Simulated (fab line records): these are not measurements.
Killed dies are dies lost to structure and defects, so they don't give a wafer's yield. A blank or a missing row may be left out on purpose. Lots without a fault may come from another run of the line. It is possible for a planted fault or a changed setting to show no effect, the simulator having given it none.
Lot-split experiment ; flow n5 finfet ; 7 lots, 21 wafers read, on a route of 1938 steps

## ON THE SPLIT
At N5_BEOL_M6_COAT_22 (resist thk 30 nm), the setting spin rpm was moved away from the recipe's 1500 rpm on 8 of the 21 wafers read, by -8.9% to +10.2%. For the rest of the wafers, this setting stayed at what the recipe calls for.

The split's own step is where the reading is taken.

## THE READING
CAR-EUV_of_BEOL_M6_COAT_22.thk nm (the simulator's own value, which no gauge read), in nm, at N5_BEOL_M6_COAT_22 (resist thk 30 nm). No usual value for it is given in the file. Across the 13 wafers here that went through the recipe, the average is 30.0 nm and the standard deviation 0.053 nm.

wafer;tool, chamber at the split;spin rpm as run, rpm;against the recipe;CAR-EUV_of_BEOL_M6_COAT_22.thk nm, nm;against lot-mates on the recipe
L075.3;litho track-01, 0;1653;+10.2%;28.6;-1.4
L075.4;litho track-01, 0;1653;+10.2%;28.4;-1.6
L075.6;litho track-01, 0;1500;recipe;30;-
L074.2;litho track-05, 0;1500;recipe;30;-
L074.6;litho track-05, 0;1500;recipe;30;-
L074.3;litho track-05, 0;1368;-8.8%;31.4;+1.4
L083.3;litho track-04, 0;1500;recipe;30;-
L083.4;litho track-04, 0;1500;recipe;30;-
L083.5;litho track-04, 0;1500;recipe;30;-
L087.4;litho track-04, 0;1500;recipe;30.2;-
L087.5;litho track-04, 0;1390;-7.3%;31.2;+1.0
L087.6;litho track-04, 0;1390;-7.3%;31.4;+1.2
L086.1;litho track-04, 0;1500;recipe;30;-
L086.2;litho track-04, 0;1591;+6.1%;29.2;-0.8
L086.4;litho track-04, 0;1591;+6.1%;29.2;-0.8
L091.2;litho track-04, 0;1367;-8.9%;31.4;+1.4
L091.3;litho track-04, 0;1500;recipe;30;-
L091.5;litho track-04, 0;1500;recipe;30;-
L093.3;litho track-04, 0;1500;recipe;30;-
L093.5;litho track-04, 0;1500;recipe;30;-
L093.6;litho track-04, 0;1500;recipe;30;-

THE FIT
A straight line over all 21 wafers: CAR-EUV_of_BEOL_M6_COAT_22.thk nm changes by -0.154 nm for each +1% of spin rpm; r = -0.99; the points scatter about the line by 0.085 nm.
The same after taking each lot's own level away (the mean of its wafers on the recipe; 21 wafers): -0.149 nm for each +1%; r = -1.00; scatter 0.06 nm.
Per that fit: largest spin rpm move, reading shift of 1.5 nm.
Measured against the standard deviation above, the lots' own levels, which go from 30.00 to 30.20 nm, span 3.8 times it.
Hence the lot-to-lot level has little effect on the slope; both slopes agree.
Check: with one of the wafers moved furthest among these (+10.2%) left out of the fit, the line predicts -1.53 nm for it against its lot-mates. It came out at -1.4 nm against them.

## ADDITIONAL SPLITS CARRIED BY THESE WAFERS
Other splits were also applied to these wafers ahead of the reading. Each is held against what the fit with the lots' levels taken away leaves over:
other split on the same wafers;wafers away from the commonest value;r with CAR-EUV_of_BEOL_M6_COAT_22.thk nm (lot level and that fit taken away)
N5_BEOL_M2_DESCUM_16 time s;8;-0.20
N5_BEOL_M3_COAT_68 spin rpm;6;+0.21
N5_BEOL_M3_COAT_22 spin rpm;6;+0.24
N5_BEOL_M4_PECVD_72 time s;12;-0.15
N5_BEOL_M5_ETCH_41 source w;5;+0.37

## FILE'S OWN FIT
CAR-EUV_of_BEOL_M6_COAT_22.thk nm changes by -0.151 nm for each +1% of spin rpm, r = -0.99.
